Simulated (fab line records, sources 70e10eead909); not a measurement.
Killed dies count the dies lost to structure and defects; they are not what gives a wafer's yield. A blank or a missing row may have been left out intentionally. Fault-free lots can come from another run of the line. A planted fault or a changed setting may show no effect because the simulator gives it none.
Which tool was responsible?    flow nand_harc    24 lots, 72 wafers sampled, at 6 steps of a route of 1302

== WHAT THE GAUGES SHOWED, per wafer ==
NHARC_A_CONTACT_CD_MEAS_80. Usual: cd_nm 289.9 nm, standard deviation 0.76.
lot   measured      on         cd_nm (nm)         flag
L076  day 22 17:24  cd_sem-02  290.9 290.3 290.1  
L074  day 22 16:16  cd_sem-01  289.5 289.3 290.1  
L075  day 22 23:46  cd_sem-03  289.5 289.3 290.4  
L078  day 24 12:18  cd_sem-03  289.7 290.4 289.9  
L079  day 24 20:22  cd_sem-02  290.8 289.3 289.2  
L077  day 24 22:16  cd_sem-02  289.7 289.7 289.8  
L080  day 24 23:16  cd_sem-02  288.9 290.1 288.5  
L081  day 25 08:50  cd_sem-02  289.4 291.0 290.0  
L082  day 25 17:11  cd_sem-03  290.6 290.6 290.7  
L084  day 26 08:48  cd_sem-03  291.9 290.2 290.3  
L083  day 26 11:51  cd_sem-02  289.7 289.8 290.1  
L086  day 26 19:50  cd_sem-02  290.0 290.6 289.9  
L085  day 26 19:08  cd_sem-03  290.7 291.1 290.1  
L087  day 27 13:50  cd_sem-03  289.1 289.6 288.7  
L090  day 28 02:20  cd_sem-03  289.5 289.0 290.3  
L088  day 28 06:59  cd_sem-03  290.6 290.0 290.7  
L089  day 28 14:03  cd_sem-03  288.9 289.1 289.8  
L092  day 29 22:55  cd_sem-01  287.6 288.4 288.2  
L091  day 30 05:28  cd_sem-01  291.2 290.2 290.7  
L093  day 30 08:43  cd_sem-03  289.5 289.3 289.3  
L095  day 30 17:56  cd_sem-01  290.5 290.4 289.8  
L094  day 30 17:46  cd_sem-02  290.0 290.5 290.1  
L096  day 31 08:17  cd_sem-03  290.0 290.3 289.8  
L097  day 31 06:03  cd_sem-02  290.2 290.6 291.1  

== TOOL THAT RAN EACH LOT (tool first, then ch and the chambers of the sampled wafers, then the start) ==
lot   NHARC_A_SLIT_ETCH_29                NHARC_A_CONTACT_ETCH_111              NHARC_A_CONTACT_ETCH_117              NHARC_A_CONTACT_ETCH_78                        NHARC_A_CONTACT_ETCH_129
L076  rie_diel-08 ch 2,3, day 20 12:26    har_cap_etch-02 ch 0,1, day 22 02:10  har_cap_etch-02 ch 0,1, day 22 03:13  rie_diel-03 ch 0,1, day 22 15:42 or earlier    har_cap_etch-03 ch 0,1, day 22 15:42
L074  rie_diel-11 ch 0,1,3, day 20 16:14  har_cap_etch-03 ch 0,1, day 22 01:04  har_cap_etch-03 ch 0,1, day 22 02:28  rie_diel-09 ch 0,2,3, day 22 14:34 or earlier  har_cap_etch-02 ch 0,1, day 22 14:34
L075  rie_diel-11 ch 1,3, day 20 20:01    har_cap_etch-01 ch 1, day 22 11:15    har_cap_etch-01 ch 1, day 22 12:18    rie_diel-09 ch 1,2,3, day 22 22:04 or earlier  har_cap_etch-02 ch 0,1, day 22 22:04
L078  rie_diel-08 ch 0,2,3, day 22 09:17  har_cap_etch-01 ch 0, day 23 19:53    har_cap_etch-01 ch 0, day 23 20:57    rie_diel-09 ch 0,3, day 24 10:35 or earlier    har_cap_etch-02 ch 1, day 24 10:35
L079  rie_diel-06 ch 0,3, day 22 12:38    har_cap_etch-02 ch 0, day 24 00:02    har_cap_etch-02 ch 0, day 24 01:05    rie_diel-03 ch 1,2,3, day 24 18:41 or earlier  har_cap_etch-01 ch 0,1, day 24 18:41
L077  rie_diel-11 ch 0,2,3, day 22 16:28  har_cap_etch-03 ch 0,1, day 24 00:10  har_cap_etch-03 ch 0,1, day 24 01:13  rie_diel-09 ch 1,2, day 24 20:28 or earlier    har_cap_etch-02 ch 0,1, day 24 20:28
L080  rie_diel-06 ch 1,2,3, day 22 17:18  har_cap_etch-01 ch 0,1, day 24 00:23  har_cap_etch-01 ch 0,1, day 24 01:25  rie_diel-03 ch 0,1, day 24 21:36 or earlier    har_cap_etch-01 ch 0,1, day 24 21:36
L081  rie_diel-08 ch 0,3, day 23 00:28    har_cap_etch-03 ch 0,1, day 24 17:50  har_cap_etch-03 ch 0,1, day 24 19:08  rie_diel-03 ch 0,1,2, day 25 06:50 or earlier  har_cap_etch-03 ch 0,1, day 25 06:50
L082  rie_diel-11 ch 0,2, day 23 18:22    har_cap_etch-01 ch 0,1, day 25 04:34  har_cap_etch-01 ch 0,1, day 25 05:37  rie_diel-02 ch 1,2, day 25 15:26 or earlier    har_cap_etch-02 ch 0,1, day 25 15:26
L084  rie_diel-06 ch 0,1,2, day 24 08:09  har_cap_etch-01 ch 0,1, day 25 16:55  har_cap_etch-01 ch 0,1, day 25 17:57  rie_diel-03 ch 0,1,2, day 26 06:42 or earlier  har_cap_etch-02 ch 0,1, day 26 06:42
L083  rie_diel-08 ch 2,3, day 24 09:47    har_cap_etch-03 ch 0,1, day 25 20:14  har_cap_etch-03 ch 0,1, day 25 21:39  rie_diel-03 ch 0,1, day 26 09:46 or earlier    har_cap_etch-01 ch 0,1, day 26 09:46
L086  rie_diel-06 ch 0,1,3, day 24 17:34  har_cap_etch-03 ch 0,1, day 26 04:55  har_cap_etch-03 ch 0,1, day 26 06:19  rie_diel-02 ch 1,3, day 26 17:45 or earlier    har_cap_etch-01 ch 0,1, day 26 17:45
L085  rie_diel-11 ch 0,1, day 24 19:04    har_cap_etch-01 ch 0,1, day 26 04:49  har_cap_etch-01 ch 0,1, day 26 05:53  rie_diel-03 ch 0,1,3, day 26 17:02 or earlier  har_cap_etch-03 ch 0,1, day 26 17:02
L087  rie_diel-11 ch 0,1,3, day 25 10:33  har_cap_etch-03 ch 0,1, day 26 22:50  har_cap_etch-03 ch 0,1, day 27 00:15  rie_diel-03 ch 0,2,3, day 27 12:05 or earlier  har_cap_etch-03 ch 0,1, day 27 12:05
L090  rie_diel-08 ch 0,1,3, day 26 00:38  har_cap_etch-02 ch 0,1, day 27 10:08  har_cap_etch-02 ch 0,1, day 27 11:11  rie_diel-02 ch 1,2,3, day 28 00:14 or earlier  har_cap_etch-03 ch 0,1, day 28 00:14
L088  rie_diel-06 ch 0,2,3, day 26 04:29  har_cap_etch-01 ch 0,1, day 27 16:46  har_cap_etch-01 ch 0,1, day 27 18:10  rie_diel-03 ch 0,1,2, day 28 05:03 or earlier  har_cap_etch-02 ch 0,1, day 28 05:03
L089  rie_diel-06 ch 1,2,3, day 26 11:55  har_cap_etch-01 ch 0,1, day 28 01:38  har_cap_etch-01 ch 0,1, day 28 02:41  rie_diel-03 ch 0,2,3, day 28 12:20 or earlier  har_cap_etch-01 ch 0,1, day 28 12:20
L092  rie_diel-08 ch 1,2,3, day 27 23:52  har_cap_etch-01 ch 0,1, day 29 09:34  har_cap_etch-01 ch 0,1, day 29 10:37  rie_diel-03 ch 0,1,3, day 29 21:13 or earlier  har_cap_etch-01 ch 0,1, day 29 21:13
L091  rie_diel-11 ch 0,1,2, day 27 23:59  har_cap_etch-02 ch 0,1, day 29 15:45  har_cap_etch-02 ch 0,1, day 29 17:09  rie_diel-09 ch 0,1,2, day 30 03:43 or earlier  har_cap_etch-02 ch 0,1, day 30 03:43
L093  rie_diel-11 ch 0,2, day 28 03:39    har_cap_etch-03 ch 0,1, day 29 17:43  har_cap_etch-03 ch 0,1, day 29 18:46  rie_diel-09 ch 1,3, day 30 07:02 or earlier    har_cap_etch-03 ch 0,1, day 30 07:02
L095  rie_diel-08 ch 0,1,3, day 28 17:52  har_cap_etch-01 ch 0,1, day 30 03:47  har_cap_etch-01 ch 0,1, day 30 04:50  rie_diel-09 ch 1,2,3, day 30 16:14 or earlier  har_cap_etch-03 ch 0,1, day 30 16:14
L094  rie_diel-11 ch 0,1, day 28 18:54    har_cap_etch-03 ch 0,1, day 30 03:10  har_cap_etch-03 ch 0,1, day 30 04:13  rie_diel-03 ch 0,3, day 30 16:05 or earlier    har_cap_etch-02 ch 0,1, day 30 16:05
L096  rie_diel-08 ch 0,1,3, day 29 05:17  har_cap_etch-03 ch 0,1, day 30 19:31  har_cap_etch-03 ch 0,1, day 30 20:34  rie_diel-03 ch 0,2,3, day 31 06:32 or earlier  har_cap_etch-01 ch 0,1, day 31 06:32
L097  rie_diel-06 ch 0,1,2, day 29 06:13  har_cap_etch-01 ch 0,1, day 30 17:05  har_cap_etch-01 ch 0,1, day 30 18:08  rie_diel-02 ch 1,2, day 31 04:20 or earlier    har_cap_etch-03 ch 0,1, day 31 04:20
- NHARC_A_SLIT_ETCH_29: etches the open film in CF4/O2, target depth 100 nm, overetch 10 nm, time 55 s.
- NHARC_A_CONTACT_ETCH_111: etches the open film in C4F8/O2/Ar, time 140 s, target depth 700 nm.
- NHARC_A_CONTACT_ETCH_117: etches the open film in C4F8/O2/Ar, time 190 s, target depth 1850 nm.
- NHARC_A_CONTACT_ETCH_78: etches the open film in O2/COS, target depth 5300 nm, time 1378 s.
- NHARC_A_CONTACT_ETCH_129: etches the open film in C4F8/O2/Ar, time 197 s, target depth 1918 nm.

== WHAT THE TOOLS THEMSELVES READ (means of the sampled wafers that have a number; where no wafer has one, the mark that the record gives instead) ==
NHARC_A_SLIT_ETCH_29. Usual: chamber_pressure_mTorr 29.998 mTorr, standard deviation 0.028; drypump_motor_current_A 5.62 A, standard deviation 0.3; oes_product_au 1.000 a.u., standard deviation 0.011; rf_vpp_V 197.9 V, standard deviation 1.5; showerhead_plenum_p_Torr 1.34 Torr, standard deviation 0.055; throttle_valve_pct 13.397 %, standard deviation 0.0098.
lot   tool         chamber_pressure_mTorr (mTorr)  drypump_motor_current_A (A)  oes_product_au (a.u.)  rf_vpp_V (V)  showerhead_plenum_p_Torr (Torr)  throttle_valve_pct (%)  flag
L076  rie_diel-08  30.007                          5.78                         0.997                  197.2         1.32                             13.394                  
L074  rie_diel-11  30.016                          5.38                         0.999                  199.4         1.36                             13.395                  
L075  rie_diel-11  30.001                          5.12                         1.010                  198.0         1.32                             13.397                  
L078  rie_diel-08  29.991                          5.74                         0.990                  197.5         1.33                             13.402                  
L079  rie_diel-06  30.024                          5.64                         0.994                  197.3         1.33                             13.396                  
L077  rie_diel-11  29.991                          5.54                         1.008                  198.4         1.38                             13.401                  
L080  rie_diel-06  29.999                          5.90                         0.992                  197.7         1.33                             13.401                  
L081  rie_diel-08  29.983                          5.70                         1.009                  196.5         1.29                             13.392                  
L082  rie_diel-11  29.982                          5.63                         0.995                  199.6         1.40                             13.394                  
L084  rie_diel-06  29.991                          5.62                         0.999                  197.8         1.34                             13.394                  
L083  rie_diel-08  30.015                          5.76                         0.994                  197.1         1.32                             13.396                  
L086  rie_diel-06  30.012                          5.79                         0.995                  198.1         1.36                             13.396                  
L085  rie_diel-11  30.006                          5.46                         0.995                  198.3         1.37                             13.399                  
L087  rie_diel-11  29.984                          5.37                         0.998                  197.8         1.35                             13.412                  
L090  rie_diel-08  29.978                          5.77                         1.012                  197.2         1.31                             13.398                  
L088  rie_diel-06  29.974                          5.77                         0.993                  197.4         1.30                             13.394                  
L089  rie_diel-06  29.992                          5.90                         0.987                  197.7         1.33                             13.396                  
L092  rie_diel-08  30.009                          5.79                         1.000                  197.4         1.30                             13.392                  
L091  rie_diel-11  29.981                          5.36                         1.004                  199.1         1.36                             13.383                  
L093  rie_diel-11  30.010                          5.53                         0.997                  199.1         1.39                             13.396                  
L095  rie_diel-08  29.995                          5.76                         1.012                  197.0         1.31                             13.390                  
L094  rie_diel-11  30.035                          5.46                         1.005                  198.7         1.37                             13.403                  
L096  rie_diel-08  29.988                          5.76                         1.010                  197.5         1.31                             13.399                  
L097  rie_diel-06  29.989                          5.62                         1.002                  197.8         1.34                             13.404                  

NHARC_A_CONTACT_ETCH_111. Usual: chamber_pressure_mTorr 19.998 mTorr, standard deviation 0.018.
lot   tool             chamber_pressure_mTorr (mTorr)  flag
L076  har_cap_etch-02  19.988                          
L074  har_cap_etch-03  19.988                          
L075  har_cap_etch-01  20.002                          
L078  har_cap_etch-01  20.006                          
L079  har_cap_etch-02  20.004                          
L077  har_cap_etch-03  20.000                          
L080  har_cap_etch-01  19.983                          
L081  har_cap_etch-03  20.014                          
L082  har_cap_etch-01  19.990                          
L084  har_cap_etch-01  20.007                          
L083  har_cap_etch-03  19.998                          
L086  har_cap_etch-03  19.994                          
L085  har_cap_etch-01  19.989                          
L087  har_cap_etch-03  19.988                          
L090  har_cap_etch-02  19.987                          
L088  har_cap_etch-01  19.996                          
L089  har_cap_etch-01  20.007                          
L092  har_cap_etch-01  19.985                          
L091  har_cap_etch-02  19.984                          
L093  har_cap_etch-03  20.004                          
L095  har_cap_etch-01  19.987                          
L094  har_cap_etch-03  20.003                          
L096  har_cap_etch-03  19.996                          
L097  har_cap_etch-01  20.009                          

NHARC_A_CONTACT_ETCH_117. Usual: chamber_pressure_mTorr 19.999 mTorr, standard deviation 0.017.
lot   tool             chamber_pressure_mTorr (mTorr)  flag
L076  har_cap_etch-02  19.993                          
L074  har_cap_etch-03  20.001                          
L075  har_cap_etch-01  20.005                          
L078  har_cap_etch-01  19.997                          
L079  har_cap_etch-02  19.980                          
L077  har_cap_etch-03  20.005                          
L080  har_cap_etch-01  19.993                          
L081  har_cap_etch-03  19.992                          
L082  har_cap_etch-01  20.017                          
L084  har_cap_etch-01  20.001                          
L083  har_cap_etch-03  19.993                          
L086  har_cap_etch-03  20.007                          
L085  har_cap_etch-01  20.009                          
L087  har_cap_etch-03  20.000                          
L090  har_cap_etch-02  20.004                          
L088  har_cap_etch-01  20.002                          
L089  har_cap_etch-01  20.000                          
L092  har_cap_etch-01  19.978                          
L091  har_cap_etch-02  20.001                          
L093  har_cap_etch-03  20.000                          
L095  har_cap_etch-01  20.006                          
L094  har_cap_etch-03  20.004                          
L096  har_cap_etch-03  19.998                          
L097  har_cap_etch-01  19.989                          

NHARC_A_CONTACT_ETCH_78. Usual: chamber_pressure_mTorr 19.999 mTorr, standard deviation 0.017; drypump_motor_current_A 5.5 A, standard deviation 0.43; oes_product_au 1.001 a.u., standard deviation 0.011; rf_vpp_V 314.0 V, standard deviation 2.3; showerhead_plenum_p_Torr 3.11 Torr, standard deviation 0.15; throttle_valve_pct 28.332 %, standard deviation 0.009.
lot   tool         chamber_pressure_mTorr (mTorr)  drypump_motor_current_A (A)  oes_product_au (a.u.)  rf_vpp_V (V)  showerhead_plenum_p_Torr (Torr)  throttle_valve_pct (%)  flag
L076  rie_diel-03  19.982                          5.5                          0.993                  312.8         3.00                             28.326                  
L074  rie_diel-09  20.003                          5.8                          1.011                  315.1         3.16                             28.326                  
L075  rie_diel-09  20.006                          5.9                          1.006                  316.1         3.21                             28.333                  
L078  rie_diel-09  19.988                          5.8                          1.002                  313.9         3.14                             28.330                  
L079  rie_diel-03  19.998                          5.3                          1.001                  313.9         3.11                             28.331                  
L077  rie_diel-09  20.006                          5.5                          0.992                  314.9         3.20                             28.334                  
L080  rie_diel-03  19.989                          5.2                          0.997                  313.8         3.07                             28.330                  
L081  rie_diel-03  20.005                          5.4                          0.990                  312.4         2.98                             28.328                  
L082  rie_diel-02  19.997                          5.2                          0.996                  313.1         3.00                             28.330                  
L084  rie_diel-03  19.993                          5.4                          0.989                  312.9         2.98                             28.328                  
L083  rie_diel-03  19.997                          5.5                          0.988                  311.7         2.99                             28.333                  
L086  rie_diel-02  20.004                          6.0                          1.004                  311.9         2.94                             28.327                  
L085  rie_diel-03  20.007                          5.4                          0.989                  313.6         3.11                             28.345                  
L087  rie_diel-03  20.011                          5.5                          1.005                  313.2         3.03                             28.340                  
L090  rie_diel-02  20.006                          5.6                          0.997                  311.8         2.96                             28.338                  
L088  rie_diel-03  19.994                          5.4                          1.003                  314.1         3.14                             28.334                  
L089  rie_diel-03  19.983                          5.5                          0.995                  315.7         3.19                             28.333                  
L092  rie_diel-03  20.000                          5.4                          1.009                  313.7         3.10                             28.327                  
L091  rie_diel-09  19.988                          5.5                          1.006                  315.3         3.14                             28.329                  
L093  rie_diel-09  20.005                          6.3                          0.999                  315.5         3.20                             28.331                  
L095  rie_diel-09  20.005                          5.9                          1.004                  315.6         3.18                             28.328                  
L094  rie_diel-03  20.008                          5.6                          1.005                  313.6         3.03                             28.330                  
L096  rie_diel-03  20.004                          5.5                          1.003                  315.0         3.18                             28.329                  
L097  rie_diel-02  19.998                          5.2                          0.997                  311.9         2.98                             28.331                  

NHARC_A_CONTACT_ETCH_129. Usual: chamber_pressure_mTorr 20.001 mTorr, standard deviation 0.019.
lot   tool             chamber_pressure_mTorr (mTorr)  flag
L076  har_cap_etch-03  19.989                          
L074  har_cap_etch-02  19.999                          
L075  har_cap_etch-02  20.008                          
L078  har_cap_etch-02  20.011                          
L079  har_cap_etch-01  19.998                          
L077  har_cap_etch-02  19.995                          
L080  har_cap_etch-01  20.020                          
L081  har_cap_etch-03  20.009                          
L082  har_cap_etch-02  19.991                          
L084  har_cap_etch-02  19.992                          
L083  har_cap_etch-01  20.001                          
L086  har_cap_etch-01  20.001                          
L085  har_cap_etch-03  19.992                          
L087  har_cap_etch-03  20.008                          
L090  har_cap_etch-03  19.998                          
L088  har_cap_etch-02  20.007                          
L089  har_cap_etch-01  20.020                          
L092  har_cap_etch-01  20.000                          
L091  har_cap_etch-02  19.989                          
L093  har_cap_etch-03  19.996                          
L095  har_cap_etch-03  20.002                          
L094  har_cap_etch-02  20.003                          
L096  har_cap_etch-01  20.004                          
L097  har_cap_etch-03  19.989                          

== THE ANSWER, worked out from the rows above alone ==
Rule: a lot is off if the mean of its wafers that have a number lies more than 3 standard deviations from the usual mean. Also off: a lot with no number at a reading for which 4 or more lots have one. The other lots that the step has rows for count as sound. First the gauges in route order, then the tools' own readings, where a lot's mean is used as printed above. At the first step where some lot is off, the reading lying furthest off is the one used; lots without a number count as furthest.
None of the lots is off at any reading shown; this tells nothing.

== WHAT THE SIMULATOR HAD PUT IN ==
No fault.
